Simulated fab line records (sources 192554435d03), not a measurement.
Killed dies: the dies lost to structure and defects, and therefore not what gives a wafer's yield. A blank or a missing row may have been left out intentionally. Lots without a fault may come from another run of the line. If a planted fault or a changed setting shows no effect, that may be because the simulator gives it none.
A struck lot beside a sound one | flow n5-finfet | 40 out of 1938 route steps
Sound: the wafers L608.2, L608.3, L608.6. Wafers L619.1, L619.2, L619.6 were the ones struck. The cause is given at the end.
For every step that has rows: the tool of each side, followed by ch and its chambers, followed by its first start. Under that, the readings that differ: sound wafers | struck wafers | difference of the means | sigmas: that difference in standard deviations of wafers without a fault.
alike: same words and numbers on both sides, and readings whose means sit less than 2 such deviations apart. not compared: any withheld reading, any reading some wafer has no value for, any bound like >300 that may hide the same value, and any number with overlapping values for which the record gives no deviation.
Wherever a step has rows on one side only, a row that says differs or no value, or a row with sigmas, the two part there. When numbers do not overlap yet have no deviation, they are printed without sigmas and do not part them. A reading that every wafer of one side lacks parts them only if that side has two wafers or more.

first, 11 steps without rows for these wafers: N5_MOL_CONTACT_COAG_DESCUM_13 (chemistry O2, time 7 s); N5_MOL_CONTACT_COAG_ETCH_59 (etches underlayer in N2/H2, target depth 13 nm, time 10.4 s); N5_MOL_CONTACT_COAG_ETCH_105 (etches SiARC in CF4, target depth 15.6 nm, time 26 s); N5_MOL_CONTACT_COAG_ETCH_106 (etches SOC in N2/H2, target depth 80 nm, overetch 16 nm, time 120 s); N5_MOL_CONTACT_COAG_STRIP_107 (strips in N2/H2); N5_MOL_CONTACT_COAG_STRIP_108 (strips in N2/H2); N5_MOL_CONTACT_COAG_CONTACT_ETCH_14 (etches SiO2 in C4F6/O2, target depth 27.5 nm, overetch 8.5 nm, time 20 s); N5_MOL_CONTACT_COAG_STRIP_109 (strips in C4F6/O2); N5_MOL_CONTACT_COAG_ETCH_15 (etches SiNx in CH3F/O2, stops on Si:P, target depth 7 nm); N5_MOL_CONTACT_COAG_ETCH_110 (etches Si in CF4/O2, target depth 2.5 nm, time 8 s); N5_MOL_CONTACT_COAG_STRIP_98 (strips in N2/H2).
N5_MOL_CONTACT_COAG_IMPLANT_129:
  sound on implanter-02 ch 0, day 5 09:50; struck on implanter-02 ch 0, day 8 03:01
  reading                          | sound                   | struck                | difference | sigmas
  beam-energy-keV                  | 2.9997 3.0001 2.9978    | 1.1905 1.1906 1.1904  | -1.8087    | -99 or more
  end-station-pressure-torr (Torr) | 5.7e-06 5.5e-06 5.8e-06 | 8.1e-06 7.8e-06 8e-06 | +2.3e-06   | +7
  model.implant.rp-nm (nm)         | 5.979 5.979 5.979       | 3.732 3.732 3.732     | -2.247     |
  model.implant.drp-nm (nm)        | 2.134 2.134 2.134       | 1.226 1.226 1.226     | -0.908     |
then, 26 steps without rows for these wafers: N5_MOL_CONTACT_COAG_PRECLEAN_111 (cleans in NF3:NH3, afs cycles 1, time 20 s, sublimation time 60 s); N5_MOL_CONTACT_COAG_TI_SIL_19 (material Ti, target thk 4.2 nm, time 15 s); N5_MOL_CONTACT_COAG_ALD_20 (deposits TiN, target thk 1.5 nm, pulse time 1 s, purge time 3 s); N5_MOL_CONTACT_COAG_SIL_ANNEAL_21 (time 60 s); N5_MOL_CONTACT_COAG_PRE_CLEAN_141 (time 60 s); N5_MOL_CONTACT_COAG_SPUTTER_143 (material Co, target thk 2.5 nm); N5_MOL_CONTACT_COAG_CO_FILL_22 (material Co, precursor CCTBA/H2, target thk 20 nm); N5_MOL_CONTACT_COAG_ANNEAL_113 (time 300 s); N5_MOL_CONTACT_COAG_PRE_CLEAN_142 (time 60 s); N5_MOL_CONTACT_COAG_SPUTTER_130 (material Co, target thk 47.5 nm); N5_MOL_CONTACT_COAG_PRECLEAN_125 (cleans in DIW, time 57.5 s); N5_MOL_CONTACT_COAG_SRD_126 (dry time 32 s); N5_MOL_CONTACT_COAG_CMP_23 (polishes, stops on SiO2, t overpolish 1.5 s, target thk 0 nm); N5_MOL_CONTACT_COAG_WET_ETCH_26 (target Co, target depth 13 nm); N5_MOL_CONTACT_COAG_WET_ETCH_116 (etches the open film in SC1-inhibited, target depth 4.6 nm, rinse time 30 s); N5_MOL_CONTACT_COAG_ALD_27 (deposits SiOC, target thk 17 nm, pulse time 1.5 s, time 2720 s); N5_MOL_CONTACT_COAG_CMP_28 (polishes, stops on SiNx, t overpolish 0.85 s, target thk 14.522 nm); N5_MOL_CONTACT_COAG_ALD_123 (deposits SiNx, target thk 5 nm, pulse time 1 s, purge time 2 s); N5_MOL_CONTACT_COAG_PECVD_31 (deposits SiO2 from TEOS/O2, target thk 46 nm, time 8.9 s); N5_MOL_CONTACT_COAG_COAT_75 (time 60 s, resist thk 60 nm); N5_MOL_CONTACT_COAG_COAT_76 (time 60 s, resist thk 10 nm); N5_MOL_CONTACT_COAG_COAT_77 (time 60 s, resist thk 10 nm); N5_MOL_CONTACT_COAG_COAT_78 (resist thk 40 nm); N5_MOL_CONTACT_COAG_EBR_80; N5_MOL_CONTACT_COAG_SOFTBAKE_79 (time 60 s); N5_MOL_CONTACT_COAG_EXPOSE_81 (exposes mask VG, defocus 0 nm).
-- here the record skips 4 days between the struck wafers' starts before and after, leaving off in module MOL_CONTACT_COAG and picking up in module BEOL_M4 (first step shown: number 1111 of the route) --
N5_BEOL_M4_RC_MEAS_101:
  sound on prober-01 ch 0, day 8 20:35; struck on prober-02 ch 0, day 11 18:54
  reading             | sound          | struck         | difference | sigmas
  RC_DENSE_N (ohm.um) | 18.4 19.9 18.3 | 25.9 25.6 25.7 | +6.9       | +11
  RC_DENSE_P (ohm.um) | 23.2 24.8 23.3 | 32.3 31.7 32.1 | +8.3       | +10
  RC_N (ohm.um)       | 14.9 16.2 14.9 | 21.2 21.0 21.0 | +5.7       | +11
  RC_P (ohm.um)       | 18.7 20.1 18.7 | 26.5 26.1 26.0 | +7.0       | +11
  REXT_N (ohm.um)     | 77.1 78.4 75.1 | 81.1 82.1 80.2 | +4.3       | +2
  alike: DIBL_N, DIBL_P, IOFF_N, IOFF_P, ION_N, ION_P, REXT_P, SS_N, SS_P, VT_N, VT_P
-- record jumps: 5 days separate the struck wafers' starts on either side; left off in module BEOL_M4, taken up again in module PASSIVATION, whose first shown step is the route's number 1936 --
N5_PASSIVATION_PROBE_49:
  sound on prober-01, day 13 13:28; struck on prober-01, day 16 13:20
  alike: defect-limited-yield, killed_at_M0_to_M3, killed_at_M4_up, killed-at-contacts, killed-at-front-end, killed-at-other, killed-dies, killed-on-rim, killed-open, killed-short, sort_bin_4_leakage, sort_bin_5_function, sort_bin_6_memory, sort_bin_8_speed, sort-n-pass, sort-yield-pct

## WHERE THEY PART
Last at N5_BEOL_M4_RC_MEAS_101 as far as this record goes, first at N5_MOL_CONTACT_COAG_IMPLANT_129. Later steps at which nothing parts them and some readings are alike: N5_PASSIVATION_PROBE_49.

WHY: whatever the simulator had introduced
Process parameter drift: implanter-02, from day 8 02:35 on, at N5_MOL_CONTACT_COAG_IMPLANT_129. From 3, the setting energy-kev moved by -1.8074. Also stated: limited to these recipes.
